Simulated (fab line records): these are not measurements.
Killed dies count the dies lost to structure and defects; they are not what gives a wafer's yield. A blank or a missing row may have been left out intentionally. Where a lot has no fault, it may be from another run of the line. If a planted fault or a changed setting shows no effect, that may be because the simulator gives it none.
Which of the tools did it? / flow n5Finfet / Sampling: 11 lots, 32 wafers, 5 of 1938 route steps

== WHAT EACH GAUGE READ, for each wafer ==
The record holds no reading of a measuring or inspecting step that can be judged against a usual standard deviation.

== TOOL THAT RAN EACH LOT (tool first, then ch and the chambers of the sampled wafers, then the start) ==
lot=L207; N5_BEOL_M10_DESCUM_16=rieDiel-02 ch 0,1,3, day 9 23:53; N5_BEOL_M10_STRIP_67=rieDiel-02 ch 0,1,3, day 10 00:07; N5_BEOL_M10_STRIP_19=rieDiel-06 ch 0,2,3, day 10 00:17; N5_BEOL_M10_EXPOSE_25=arfiScanner-01 ch 0, day 10 02:11; N5_PASSIVATION_PROBE_49=-
lot=L208; N5_BEOL_M10_DESCUM_16=rieDiel-01 ch 0,2,3, day 10 14:11; N5_BEOL_M10_STRIP_67=rieDiel-01 ch 0,2,3, day 10 14:25; N5_BEOL_M10_STRIP_19=rieDiel-01 ch 0,1,2, day 10 14:34; N5_BEOL_M10_EXPOSE_25=arfiScanner-01 ch 0, day 10 15:04; N5_PASSIVATION_PROBE_49=-
lot=L209; N5_BEOL_M10_DESCUM_16=rieDiel-01 ch 0,1,3, day 10 19:02; N5_BEOL_M10_STRIP_67=rieDiel-01 ch 0,1,3, day 10 19:16; N5_BEOL_M10_STRIP_19=rieDiel-01 ch 1,3, day 10 19:28; N5_BEOL_M10_EXPOSE_25=arfiScanner-01 ch 0, day 10 21:12; N5_PASSIVATION_PROBE_49=-
lot=L211; N5_BEOL_M10_DESCUM_16=rieDiel-06 ch 1,2,3, day 11 03:59; N5_BEOL_M10_STRIP_67=rieDiel-06 ch 1,2,3, day 11 04:13; N5_BEOL_M10_STRIP_19=rieDiel-01 ch 0,1,3, day 11 04:26; N5_BEOL_M10_EXPOSE_25=arfiScanner-01 ch 0, day 11 04:40; N5_PASSIVATION_PROBE_49=-
lot=L213; N5_BEOL_M10_DESCUM_16=rieDiel-01 ch 0,1, day 11 20:03; N5_BEOL_M10_STRIP_67=rieDiel-01 ch 0,1, day 11 20:23; N5_BEOL_M10_STRIP_19=rieDiel-06 ch 0,2,3, day 11 20:34; N5_BEOL_M10_EXPOSE_25=arfiScanner-01 ch 0, day 11 21:31; N5_PASSIVATION_PROBE_49=-
lot=L214; N5_BEOL_M10_DESCUM_16=rieDiel-02 ch 1,2,3, day 11 23:17; N5_BEOL_M10_STRIP_67=rieDiel-02 ch 1,2,3, day 11 23:31; N5_BEOL_M10_STRIP_19=rieDiel-02 ch 1,2,3, day 11 23:43; N5_BEOL_M10_EXPOSE_25=arfiScanner-02 ch 0, day 12 01:16; N5_PASSIVATION_PROBE_49=-
lot=L216; N5_BEOL_M10_DESCUM_16=rieDiel-06 ch 2, day 12 16:52; N5_BEOL_M10_STRIP_67=rieDiel-06 ch 2, day 12 17:05; N5_BEOL_M10_STRIP_19=rieDiel-06 ch 0,3, day 12 17:14; N5_BEOL_M10_EXPOSE_25=arfiScanner-01 ch 0, day 12 17:36; N5_PASSIVATION_PROBE_49=-
lot=L221; N5_BEOL_M10_DESCUM_16=rieDiel-01 ch 0,2, day 13 16:50; N5_BEOL_M10_STRIP_67=rieDiel-01 ch 0,2, day 13 17:04; N5_BEOL_M10_STRIP_19=rieDiel-06 ch 0,3, day 13 17:13; N5_BEOL_M10_EXPOSE_25=arfiScanner-03 ch 0, day 13 18:14; N5_PASSIVATION_PROBE_49=prober-01, day 15 19:21
lot=L223; N5_BEOL_M10_DESCUM_16=rieDiel-02 ch 0,1,2, day 13 23:58; N5_BEOL_M10_STRIP_67=rieDiel-02 ch 0,1,2, day 14 00:12; N5_BEOL_M10_STRIP_19=rieDiel-02 ch 0,1,3, day 14 00:21; N5_BEOL_M10_EXPOSE_25=arfiScanner-03 ch 0, day 14 02:11; N5_PASSIVATION_PROBE_49=-
lot=L225; N5_BEOL_M10_DESCUM_16=rieDiel-01 ch 0,1,2, day 14 10:51; N5_BEOL_M10_STRIP_67=rieDiel-01 ch 0,1,2, day 14 11:05; N5_BEOL_M10_STRIP_19=rieDiel-01 ch 2,3, day 14 11:14; N5_BEOL_M10_EXPOSE_25=arfiScanner-02 ch 0, day 14 12:55; N5_PASSIVATION_PROBE_49=-
lot=L228; N5_BEOL_M10_DESCUM_16=rieDiel-06 ch 1,2,3, day 14 19:44; N5_BEOL_M10_STRIP_67=rieDiel-06 ch 1,2,3, day 14 19:58; N5_BEOL_M10_STRIP_19=rieDiel-01 ch 0,1,3, day 14 20:07; N5_BEOL_M10_EXPOSE_25=arfiScanner-02 ch 0, day 14 20:20; N5_PASSIVATION_PROBE_49=-
- N5_BEOL_M10_DESCUM_16: chemistry O2, time 7.9 s.
- N5_BEOL_M10_STRIP_67: strips in CF4.
- N5_BEOL_M10_STRIP_19: strips in O2.
- N5_BEOL_M10_EXPOSE_25: exposes mask V9.
- N5_PASSIVATION_PROBE_49

== WHAT THE TOOLS THEMSELVES READ (means of the sampled wafers that have a number; where no wafer has one, the mark that the record gives instead) ==
N5_BEOL_M10_DESCUM_16. Usual: drypumpMotorCurrentA 5.8 A, standard deviation 0.42; oesProductAu 0.78 a.u., standard deviation 0.077; rfVppV 243.5 V, standard deviation 1.5; showerheadPlenumPTorr 2.11 Torr, standard deviation 0.083; throttleValvePct 20.41 %, standard deviation 0.23.
lot=L207; tool=rieDiel-02; drypumpMotorCurrentA (A)=6.0; oesProductAu (a.u.)=0.79; rfVppV (V)=243.5; showerheadPlenumPTorr (Torr)=2.13; throttleValvePct (%)=20.29; flag=
lot=L208; tool=rieDiel-01; drypumpMotorCurrentA (A)=5.6; oesProductAu (a.u.)=0.73; rfVppV (V)=242.4; showerheadPlenumPTorr (Torr)=2.10; throttleValvePct (%)=20.62; flag=
lot=L209; tool=rieDiel-01; drypumpMotorCurrentA (A)=5.8; oesProductAu (a.u.)=0.76; rfVppV (V)=243.6; showerheadPlenumPTorr (Torr)=2.12; throttleValvePct (%)=20.42; flag=
lot=L211; tool=rieDiel-06; drypumpMotorCurrentA (A)=5.6; oesProductAu (a.u.)=0.78; rfVppV (V)=242.9; showerheadPlenumPTorr (Torr)=2.09; throttleValvePct (%)=20.56; flag=
lot=L213; tool=rieDiel-01; drypumpMotorCurrentA (A)=5.6; oesProductAu (a.u.)=0.74; rfVppV (V)=242.5; showerheadPlenumPTorr (Torr)=2.05; throttleValvePct (%)=20.50; flag=
lot=L214; tool=rieDiel-02; drypumpMotorCurrentA (A)=6.2; oesProductAu (a.u.)=0.72; rfVppV (V)=241.8; showerheadPlenumPTorr (Torr)=2.11; throttleValvePct (%)=20.39; flag=
lot=L216; tool=rieDiel-06; drypumpMotorCurrentA (A)=5.4; oesProductAu (a.u.)=0.71; rfVppV (V)=244.2; showerheadPlenumPTorr (Torr)=2.16; throttleValvePct (%)=20.88; flag=
lot=L221; tool=rieDiel-01; drypumpMotorCurrentA (A)=5.2; oesProductAu (a.u.)=0.86; rfVppV (V)=242.7; showerheadPlenumPTorr (Torr)=2.08; throttleValvePct (%)=20.50; flag=
lot=L223; tool=rieDiel-02; drypumpMotorCurrentA (A)=6.0; oesProductAu (a.u.)=0.86; rfVppV (V)=244.4; showerheadPlenumPTorr (Torr)=2.18; throttleValvePct (%)=20.22; flag=
lot=L225; tool=rieDiel-01; drypumpMotorCurrentA (A)=5.4; oesProductAu (a.u.)=0.80; rfVppV (V)=243.1; showerheadPlenumPTorr (Torr)=2.10; throttleValvePct (%)=20.45; flag=
lot=L228; tool=rieDiel-06; drypumpMotorCurrentA (A)=5.6; oesProductAu (a.u.)=0.75; rfVppV (V)=243.1; showerheadPlenumPTorr (Torr)=2.08; throttleValvePct (%)=20.61; flag=

N5_BEOL_M10_STRIP_67. Usual: drypumpMotorCurrentA 5.8 A, standard deviation 0.43; oesProductAu 0.78 a.u., standard deviation 0.072; rfVppV 271.6 V, standard deviation 1.7; showerheadPlenumPTorr 1.81 Torr, standard deviation 0.066; throttleValvePct 13.59 %, standard deviation 0.26.
lot=L207; tool=rieDiel-02; drypumpMotorCurrentA (A)=6.0; oesProductAu (a.u.)=0.79; rfVppV (V)=272.2; showerheadPlenumPTorr (Torr)=1.82; throttleValvePct (%)=13.46; flag=
lot=L208; tool=rieDiel-01; drypumpMotorCurrentA (A)=5.6; oesProductAu (a.u.)=0.73; rfVppV (V)=271.4; showerheadPlenumPTorr (Torr)=1.81; throttleValvePct (%)=13.85; flag=
lot=L209; tool=rieDiel-01; drypumpMotorCurrentA (A)=5.8; oesProductAu (a.u.)=0.77; rfVppV (V)=271.9; showerheadPlenumPTorr (Torr)=1.82; throttleValvePct (%)=13.64; flag=
lot=L211; tool=rieDiel-06; drypumpMotorCurrentA (A)=5.6; oesProductAu (a.u.)=0.78; rfVppV (V)=270.2; showerheadPlenumPTorr (Torr)=1.80; throttleValvePct (%)=13.74; flag=
lot=L213; tool=rieDiel-01; drypumpMotorCurrentA (A)=5.6; oesProductAu (a.u.)=0.74; rfVppV (V)=270.0; showerheadPlenumPTorr (Torr)=1.77; throttleValvePct (%)=13.75; flag=
lot=L214; tool=rieDiel-02; drypumpMotorCurrentA (A)=6.2; oesProductAu (a.u.)=0.72; rfVppV (V)=271.3; showerheadPlenumPTorr (Torr)=1.81; throttleValvePct (%)=13.58; flag=
lot=L216; tool=rieDiel-06; drypumpMotorCurrentA (A)=5.4; oesProductAu (a.u.)=0.71; rfVppV (V)=272.0; showerheadPlenumPTorr (Torr)=1.84; throttleValvePct (%)=14.02; flag=
lot=L221; tool=rieDiel-01; drypumpMotorCurrentA (A)=5.2; oesProductAu (a.u.)=0.85; rfVppV (V)=270.6; showerheadPlenumPTorr (Torr)=1.79; throttleValvePct (%)=13.63; flag=
lot=L223; tool=rieDiel-02; drypumpMotorCurrentA (A)=6.0; oesProductAu (a.u.)=0.84; rfVppV (V)=271.8; showerheadPlenumPTorr (Torr)=1.86; throttleValvePct (%)=13.33; flag=
lot=L225; tool=rieDiel-01; drypumpMotorCurrentA (A)=5.4; oesProductAu (a.u.)=0.80; rfVppV (V)=271.4; showerheadPlenumPTorr (Torr)=1.80; throttleValvePct (%)=13.65; flag=
lot=L228; tool=rieDiel-06; drypumpMotorCurrentA (A)=5.6; oesProductAu (a.u.)=0.75; rfVppV (V)=271.5; showerheadPlenumPTorr (Torr)=1.79; throttleValvePct (%)=13.83; flag=

N5_BEOL_M10_STRIP_19. Usual: drypumpMotorCurrentA 5.7 A, standard deviation 0.45; oesProductAu 0.78 a.u., standard deviation 0.079; rfVppV 3.7 V, standard deviation 0.55; showerheadPlenumPTorr 2.11 Torr, standard deviation 0.079; throttleValvePct 16.69 %, standard deviation 0.25.
lot=L207; tool=rieDiel-06; drypumpMotorCurrentA (A)=5.8; oesProductAu (a.u.)=0.79; rfVppV (V)=3.5; showerheadPlenumPTorr (Torr)=2.10; throttleValvePct (%)=16.80; flag=
lot=L208; tool=rieDiel-01; drypumpMotorCurrentA (A)=5.4; oesProductAu (a.u.)=0.73; rfVppV (V)=3.4; showerheadPlenumPTorr (Torr)=2.11; throttleValvePct (%)=16.79; flag=
lot=L209; tool=rieDiel-01; drypumpMotorCurrentA (A)=5.8; oesProductAu (a.u.)=0.79; rfVppV (V)=3.5; showerheadPlenumPTorr (Torr)=2.20; throttleValvePct (%)=16.53; flag=
lot=L211; tool=rieDiel-01; drypumpMotorCurrentA (A)=5.8; oesProductAu (a.u.)=0.75; rfVppV (V)=3.9; showerheadPlenumPTorr (Torr)=2.12; throttleValvePct (%)=16.70; flag=
lot=L213; tool=rieDiel-06; drypumpMotorCurrentA (A)=5.9; oesProductAu (a.u.)=0.78; rfVppV (V)=4.0; showerheadPlenumPTorr (Torr)=2.09; throttleValvePct (%)=16.84; flag=
lot=L214; tool=rieDiel-02; drypumpMotorCurrentA (A)=6.2; oesProductAu (a.u.)=0.72; rfVppV (V)=3.4; showerheadPlenumPTorr (Torr)=2.12; throttleValvePct (%)=16.66; flag=
lot=L216; tool=rieDiel-06; drypumpMotorCurrentA (A)=6.1; oesProductAu (a.u.)=0.79; rfVppV (V)=3.5; showerheadPlenumPTorr (Torr)=2.06; throttleValvePct (%)=16.73; flag=
lot=L221; tool=rieDiel-06; drypumpMotorCurrentA (A)=6.2; oesProductAu (a.u.)=0.77; rfVppV (V)=3.6; showerheadPlenumPTorr (Torr)=2.07; throttleValvePct (%)=16.81; flag=
lot=L223; tool=rieDiel-02; drypumpMotorCurrentA (A)=6.0; oesProductAu (a.u.)=0.85; rfVppV (V)=3.5; showerheadPlenumPTorr (Torr)=2.12; throttleValvePct (%)=16.43; flag=
lot=L225; tool=rieDiel-01; drypumpMotorCurrentA (A)=5.8; oesProductAu (a.u.)=0.79; rfVppV (V)=3.9; showerheadPlenumPTorr (Torr)=2.16; throttleValvePct (%)=16.71; flag=
lot=L228; tool=rieDiel-01; drypumpMotorCurrentA (A)=5.8; oesProductAu (a.u.)=0.73; rfVppV (V)=4.3; showerheadPlenumPTorr (Torr)=2.11; throttleValvePct (%)=16.76; flag=

N5_BEOL_M10_EXPOSE_25. Usual: exposureDoseMJCm2 reads 85.45 (standard deviation 0.1).
lot=L207 tool=arfiScanner-01 exposureDoseMJCm2=85.50 flag=
lot=L208 tool=arfiScanner-01 exposureDoseMJCm2=85.33 flag=
lot=L209 tool=arfiScanner-01 exposureDoseMJCm2=85.47 flag=
lot=L211 tool=arfiScanner-01 exposureDoseMJCm2=83.33 flag=OFF
lot=L213 tool=arfiScanner-01 exposureDoseMJCm2=83.78 flag=OFF
lot=L214 tool=arfiScanner-02 exposureDoseMJCm2=85.50 flag=
lot=L216 tool=arfiScanner-01 exposureDoseMJCm2=84.33 flag=OFF
lot=L221 tool=arfiScanner-03 exposureDoseMJCm2=85.55 flag=
lot=L223 tool=arfiScanner-03 exposureDoseMJCm2=85.28 flag=
lot=L225 tool=arfiScanner-02 exposureDoseMJCm2=85.57 flag=
lot=L228 tool=arfiScanner-02 exposureDoseMJCm2=85.42 flag=

N5_PASSIVATION_PROBE_49. Usual: defectLimitedYield 91.2 %, standard deviation 1.4; killed_at_M0_to_M3 34, standard deviation 9.4; killed_at_M4_up 13, standard deviation 5.8; killedAtContacts 13, standard deviation 6.4; killedAtFrontEnd 41, standard deviation 11; killedAtOther 3.1, standard deviation 2.3; killedDies 103, standard deviation 16; killedOpen 69, standard deviation 12; killedShort 33, standard deviation 7.8; sort_bin_5_function 5.1 %, standard deviation 0.91; sort_bin_6_memory 3.3 %, standard deviation 0.63; sortNPass 1077, standard deviation 16; sortYieldPct 91.2 %, standard deviation 1.4.
lot=L221; tool=prober-01; defectLimitedYield (%)=91.0; killed_at_M0_to_M3=29; killed_at_M4_up=11; killedAtContacts=13; killedAtFrontEnd=49; killedAtOther=4.3; killedDies=106; killedOpen=75; killedShort=29; sort_bin_5_function (%)=5.1; sort_bin_6_memory (%)=3.6; sortNPass=1074; sortYieldPct (%)=91.0; flag=

== THE ANSWER, worked out from the rows above alone ==
Rule: lot off if the mean of its wafers having a number is beyond 3 standard deviations from the usual mean. A lot without any number at a reading at which 4 lots or more have one is off too. Where the step has rows for the other lots, those lots are counted as sound. After the gauges, taken in route order, come the tools' own readings; for these a lot's mean is taken, as printed above. At the first step where some lot is off, the reading lying furthest off is the one used; lots without a number count as furthest.
Off, at N5_BEOL_M10_EXPOSE_25 on exposureDoseMJCm2: L211, L213, L216.
If a tool, at that step or one of the process steps before it, ran each lot that is off and ran no sound lot following the first of them, it fits. One candidate fits, namely arfiScanner-01 at N5_BEOL_M10_EXPOSE_25. Its last sound lot is L209 (day 10 21:12), its first lot that is off L211 (day 11 04:40): a fault that began between those two fits.
On the lots that are off, the tool's own readings at N5_BEOL_M10_EXPOSE_25 differ by more than 5 times the standard deviation of the sound lots' means, which bears it out; exposureDoseMJCm2 reads 83.81 there versus 85.45 on the sound lots.

== WHAT THE SIMULATOR HAD INSERTED ==
Process parameters drifting: arfiScanner-01 at N5_BEOL_M10_EXPOSE_25, beginning at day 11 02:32. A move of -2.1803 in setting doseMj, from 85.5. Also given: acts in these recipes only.
Shown lots that were struck: L211, L213, L216. The same result came from the rule above.
